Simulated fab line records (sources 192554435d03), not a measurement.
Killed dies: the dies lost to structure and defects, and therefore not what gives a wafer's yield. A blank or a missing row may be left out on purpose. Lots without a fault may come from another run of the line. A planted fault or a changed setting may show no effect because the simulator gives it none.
Split-lot trial + flow n5Finfet + 21 wafers read from 7 lots, route of 1938 steps

== ON THE SPLIT ==
At N5_BEOL_M11_TRENCH_ETCH_37 (etches SiCOH lowk in C4F6/O2, target depth 148.83 nm, time 48 s), the setting timeS was moved away from the recipe's 48 s on 6 of the 21 wafers read, by -7.3% to +21.0%. The other wafers ran this setting at the recipe's value.

== FROM THE SPLIT TO THE READING: what the file shows between them, 2 steps ==
- N5_BEOL_M11_ETCH_41: etches SiCN in CH3F/O2, target depth 42.6 nm, time 86 s
- N5_BEOL_M11_STRIP_77: strips in N2/H2, time 10 s

== THE READING ==
trenchDepthNm, in nm, at N5_BEOL_M11_OCD_MEAS_38. Fault-free wafers of this fab line usually give 151 nm, standard deviation 3.4 nm.

| wafer  | tool, chamber at the split | timeS as run, s | against the recipe | trenchDepthNm, nm | against lot-mates on the recipe |
|--------|----------------------------|-----------------|--------------------|-------------------|---------------------------------|
| L080.2 | rieDiel-02, 3              | 48              | recipe             | 150               | -                               |
| L080.3 | rieDiel-02, 1              | 44.48           | -7.3%              | 139               | -11                             |
| L080.4 | rieDiel-02, 2              | 48              | recipe             | 150               | -                               |
| L083.1 | rieDiel-03, 3              | 48              | recipe             | 151               | -                               |
| L083.3 | rieDiel-03, 0              | 52.76           | +9.9%              | 176               | +21                             |
| L083.6 | rieDiel-03, 0              | 48              | recipe             | 159               | -                               |
| L078.2 | rieDiel-03, 2              | 48              | recipe             | 151               | -                               |
| L078.4 | rieDiel-03, 3              | 48              | recipe             | 151               | -                               |
| L078.5 | rieDiel-03, 2              | 48              | recipe             | 151               | -                               |
| L086.1 | rieDiel-03, 3              | 58.1            | +21.0%             | 185               | +28                             |
| L086.5 | rieDiel-03, 0              | 48              | recipe             | 162               | -                               |
| L086.6 | rieDiel-03, 3              | 48              | recipe             | 153               | -                               |
| L089.1 | rieDiel-06, 3              | 44.81           | -6.6%              | 140               | -8                              |
| L089.3 | rieDiel-06, 2              | 48              | recipe             | 148               | -                               |
| L089.6 | rieDiel-06, 0              | 44.81           | -6.6%              | 140               | -8                              |
| L094.2 | rieDiel-02, 1              | 44.72           | -6.8%              | 139               | -11                             |
| L094.4 | rieDiel-02, 3              | 48              | recipe             | 148               | -                               |
| L094.6 | rieDiel-02, 0              | 48              | recipe             | 152               | -                               |
| L092.2 | rieDiel-03, 2              | 48              | recipe             | 150               | -                               |
| L092.3 | rieDiel-03, 1              | 48              | recipe             | 151               | -                               |
| L092.6 | rieDiel-03, 2              | 48              | recipe             | 152               | -                               |

THE FIT
A straight line over all 21 wafers: trenchDepthNm changes by +1.75 nm for each +1% of timeS; r = +0.95; the points scatter about the line by 3.7 nm.
The same after taking each lot's own level away (the mean of its wafers on the recipe; 21 wafers): +1.44 nm for each +1%; r = +0.96; scatter 2.7 nm.
Per that fit: largest timeS move, reading shift of 30 nm.
The span of the lots' own levels, 148.0 to 157.5 nm, comes to 2.8 times the standard deviation stated above.
In other words, the slope is changed by the lot-to-lot level; the two fits disagree.
Check: +35.9 nm against its lot-mates is what the line predicts for one of the wafers moved furthest among these (+21.0%) when that wafer is left out of the fit. It came out at +27.5 nm against them.

== THE OTHER SPLITS THESE WAFERS WENT THROUGH ==
These wafers also went through other splits before the reading. Each is held against what the fit with the lots' levels taken away leaves over:
| other split on the same wafers  | wafers away from the commonest value | r with trenchDepthNm (lot level and that fit taken away) |
|---------------------------------|--------------------------------------|----------------------------------------------------------|
| N5_BEOL_M9_TRENCH_ETCH_37 biasW | 9                                    | -0.13                                                    |
| N5_BEOL_M10_ETCH_41 sourceW     | 4                                    | -0.21                                                    |
| N5_BEOL_M11_PEB_26 pebTimeS     | 8                                    | -0.03                                                    |

== THE WHOLE CHAIN: every reading that the file lists as answering this split, in the file's order ==
| step                       | what it does                                                       | reading                                                                      | change (the file's fit)              | r (the file's) |
|----------------------------|--------------------------------------------------------------------|------------------------------------------------------------------------------|--------------------------------------|----------------|
| N5_BEOL_M11_TRENCH_ETCH_37 | etches SiCOH lowk in C4F6/O2, target depth 148.83 nm, time 48 s    | BEOL_M11.featureDepthNm (the simulator's own value, which no gauge read)     | +1.44 nm for each +1% of the setting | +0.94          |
| N5_BEOL_M11_TRENCH_ETCH_37 | etches SiCOH lowk in C4F6/O2, target depth 148.83 nm, time 48 s    | etch.depthNm (the simulator's own value, which no gauge read)                | +1.44 nm for each +1% of the setting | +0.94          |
| N5_BEOL_M11_OCD_MEAS_38    |                                                                    | trenchDepthNm                                                                | +1.45 nm for each +1% of the setting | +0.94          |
| N5_BEOL_M11_CMP_52         | polishes, stops on SiCOH lowk, t overpolish 7 s, target thk 140 nm | Cu_of_BEOL_M11_ECD_50.thkNm (the simulator's own value, which no gauge read) | +1.44 nm for each +1% of the setting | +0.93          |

== THE FILE'S OWN FIT ==
trenchDepthNm changes by +1.45 nm for each +1% of timeS, r = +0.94.
